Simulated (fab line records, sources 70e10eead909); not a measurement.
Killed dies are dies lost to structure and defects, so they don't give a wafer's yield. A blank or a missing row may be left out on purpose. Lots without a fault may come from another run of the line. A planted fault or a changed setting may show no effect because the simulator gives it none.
Which tool did it? | flow nand_harc | 6 lots, 18 wafers sampled, at 2 steps of a route of 1302

WHAT THE GAUGES READ, wafer by wafer
NHARC_END_SORT_01.
lot  | measured     | on        | killed_at_periphery
L398 | day 27 06:01 | prober-01 | 4 0 2
L408 | day 32 01:02 | prober-02 | 7 4 4
L411 | day 32 19:04 | prober-01 | 3 2 3
L414 | day 33 05:45 | prober-02 | 5 3 4

WHICH TOOL RAN EACH LOT (tool, then ch and the chambers of the sampled wafers, then the start)
lot  | NHARC_P_M1_PVD_20
L394 | pvd_sputter-03, day 7 13:21
L398 | pvd_sputter-02, day 9 09:11
L405 | pvd_sputter-02, day 12 10:22
L408 | pvd_sputter-03, day 13 10:11
L411 | pvd_sputter-03, day 14 16:07
L414 | pvd_sputter-02, day 15 16:10
- NHARC_P_M1_PVD_20: deposits TaN, target thk 5 nm, time 8.06 s.

THE ANSWER, worked out from the rows above alone
Rule: what is usual is taken from the lots themselves. Put in order of their means at a reading, lots are off if they are a third of the lots or fewer, leave a main group of 4 or more, and stand apart from it by a gap of 3 or more times the standard deviation of the main group's means; of several such gaps the widest counts. A main group whose means are all the same, to the digits that the tables above print for the reading, isn't used. A lot without any number at a reading at which 4 lots or more have one is off too. The other lots that the step has rows for count as sound.
No lot is off at any reading shown: from this, nothing can be told.

WHAT THE SIMULATOR HAD PUT IN
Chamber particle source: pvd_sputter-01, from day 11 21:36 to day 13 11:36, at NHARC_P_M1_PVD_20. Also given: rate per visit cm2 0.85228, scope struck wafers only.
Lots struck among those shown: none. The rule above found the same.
